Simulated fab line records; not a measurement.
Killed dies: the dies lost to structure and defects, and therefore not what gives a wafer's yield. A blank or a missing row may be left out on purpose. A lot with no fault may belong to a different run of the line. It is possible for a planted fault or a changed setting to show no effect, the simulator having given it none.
One fault through the eyes of 3 desks || flow n5 finfet || every desk sees just its own numbers, and what lay behind them comes last

== THE DEFECT DESK ==
Inspection counts along the route, by lot: the mean over sampled wafers that carry a number. A lot is out of limits, marked OUT, if its mean lies more than 4 standard deviations from the usual mean; the brackets give that distance.
Columns: A = raw defect count at N5_BEOL_M8_INSPECT_13, usual 461
{"lot": "L388", "first seen here": "day 9 22:13", "A": 452}
{"lot": "L396", "first seen here": "day 11 19:08", "A": 405}
{"lot": "L401", "first seen here": "day 12 21:25", "A": 593}
{"lot": "L402", "first seen here": "day 12 21:47", "A": 442}
{"lot": "L400", "first seen here": "day 13 02:03", "A": 482}
{"lot": "L411", "first seen here": "day 15 00:51", "A": 443}
This desk's verdict: no lot among the 6 shows anything out of limits.

== AT THE TOOL OWNER'S DESK: rie diel-01 ==
The tool's own readings at N5_BEOL_M8_ETCH_62 (etches SOC in N2/H2, target depth 110 nm, overetch 22 nm, time 165 s): means of the sampled wafers that have a number, for each lot that ran on this tool. A lot is out of limits, marked OUT, if its mean lies more than 4 standard deviations from the usual mean; the brackets give that distance.
Columns: A = drypump motor current A at N5_BEOL_M8_ETCH_62, usual 5.8 A; B = h2 flow sccm at N5_BEOL_M8_ETCH_62, usual 200.0 sccm; C = oes product au at N5_BEOL_M8_ETCH_62, usual 0.66 a.u.; D = rf vpp V at N5_BEOL_M8_ETCH_62, usual 523.9 V; E = showerhead plenum p Torr at N5_BEOL_M8_ETCH_62, usual 2.55 Torr; F = throttle valve pct at N5_BEOL_M8_ETCH_62, usual 17.74 %
{"lot": "L388", "first seen here": "day 9 22:20", "A": 5.5, "B": 200.2, "C": 0.66, "D": 524.3, "E": 2.60, "F": 17.64}
{"lot": "L396", "first seen here": "day 11 19:24", "A": 5.8, "B": 200.1, "C": 0.60, "D": 523.7, "E": 2.54, "F": 17.68}
{"lot": "L400", "first seen here": "day 13 02:10", "A": 5.3, "B": 200.7, "C": 0.66, "D": 526.5, "E": 2.65, "F": 17.53}
This desk's verdict: no lot among the 3 shows anything out of limits.

== THE METROLOGY DESK ==
What the gauges read for every lot (on any tool): the sampled wafers with a number, averaged. A lot is out of limits, marked OUT, if its mean lies more than 4 standard deviations from the usual mean; the brackets give that distance.
Columns: A = cd nm at N5_BEOL_M8_CD_MEAS_11, usual 38.5 nm; B = M8_OVL at N5_BEOL_M8_OVL_MEAS_12, usual -0.2 nm
{"lot": "L388", "first seen here": "day 9 22:10", "A": 38.6, "B": 0.5}
{"lot": "L396", "first seen here": "day 11 19:04", "A": 38.2, "B": -0.2}
{"lot": "L401", "first seen here": "day 12 21:22", "A": 38.0, "B": 0.7}
{"lot": "L402", "first seen here": "day 12 21:43", "A": 38.6, "B": -0.3}
{"lot": "L400", "first seen here": "day 13 01:59", "A": 38.3, "B": -0.5}
{"lot": "L411", "first seen here": "day 15 00:47", "A": 38.4, "B": 0.3}
This desk's verdict: no lot among the 6 shows anything out of limits.

== BROUGHT TOGETHER ==
Nothing the defect desk looked at was out of limits.
Nothing out of limits was seen by the tool owner's desk.
The metrology desk saw nothing out of limits.

== WHAT WAS PUT IN BY THE SIMULATOR ==
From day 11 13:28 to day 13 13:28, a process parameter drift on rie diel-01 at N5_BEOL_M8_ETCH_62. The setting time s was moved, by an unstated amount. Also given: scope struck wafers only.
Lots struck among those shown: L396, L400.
